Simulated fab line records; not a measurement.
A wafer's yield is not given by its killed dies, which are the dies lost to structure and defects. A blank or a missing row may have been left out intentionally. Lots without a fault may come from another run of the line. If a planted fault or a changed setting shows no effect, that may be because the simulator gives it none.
Matching of chambers    flow n5-finfet    N5_BEOL_M11_CURE_72 on uv-cure-01: 3 sister chambers
The step cures SiCOH lowk, time 120 s. 16 wafers are shown with their chamber, then 8 later ones without.

WAFERS PAIRED WITH THEIR CHAMBERS
wafer   chamber  wafer_temp_C_max  lamp-power-pct (%)
L076.3  1        371.2             52.35
L076.4  1        371.0             52.27
L076.6  1        370.8             52.25
L080.1  0        372.2             52.37
L080.4  0        372.3             52.37
L080.6  0        371.9             52.30
L079.2  2        370.9             52.31
L079.3  2        371.5             52.41
L079.5  2        371.3             52.33
L086.1  0        372.6             52.32
L086.3  0        372.3             52.38
L086.5  0        372.4             52.20
L087.2  0        372.5             52.28
L087.4  0        372.0             52.37
L087.5  0        372.5             52.24
L091.1  2        371.6             52.22

SIGNATURES, as means of the wafers listed above
reading           chamber 0  chamber 1  chamber 2  scatter within a chamber
wafer_temp_C_max  372.300    371.000    371.325    0.249
lamp-power-pct    52.3144    52.2900    52.3175    0.0665
Rule: for a wafer and a chamber, the distance is found by dividing, reading by reading, the gap between the wafer's reading and the chamber's mean by the reading's scatter, squaring, summing and taking the root. If the next closest chamber is less than 2 further off than the closest, the wafer can't be placed; otherwise it belongs to the closest. How the scatter is found: for the shown wafers, subtract from each reading the mean of its chamber, square and add these, divide the total by (wafers less chambers), then take the root.

WAFERS WITH NO CHAMBER GIVEN
wafer   wafer_temp_C_max  lamp-power-pct (%)
L091.2  371.2             52.29
L091.4  371.2             52.41
L092.2  371.2             52.24
L092.4  371.6             52.30
L092.5  371.3             52.28
L097.4  372.5             52.29
L097.5  373.2             52.13
L097.6  373.0             52.28

THE CHAMBER EACH PASSED THROUGH
wafer   from the rows above           in truth
L091.2  can't be placed: 2 or 1       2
L091.4  can't be placed: 2 or 1       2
L092.2  can't be placed: 1 or 2       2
L092.4  can't be placed: 2 or 1 or 0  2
L092.5  can't be placed: 2 or 1       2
L097.4  0                             0
L097.5  0                             0
L097.6  0                             0
3 of 8 placed correctly. Unplaceable from these rows: 5, with the true chamber sitting among the candidates in 5. Number placed wrongly: 0.
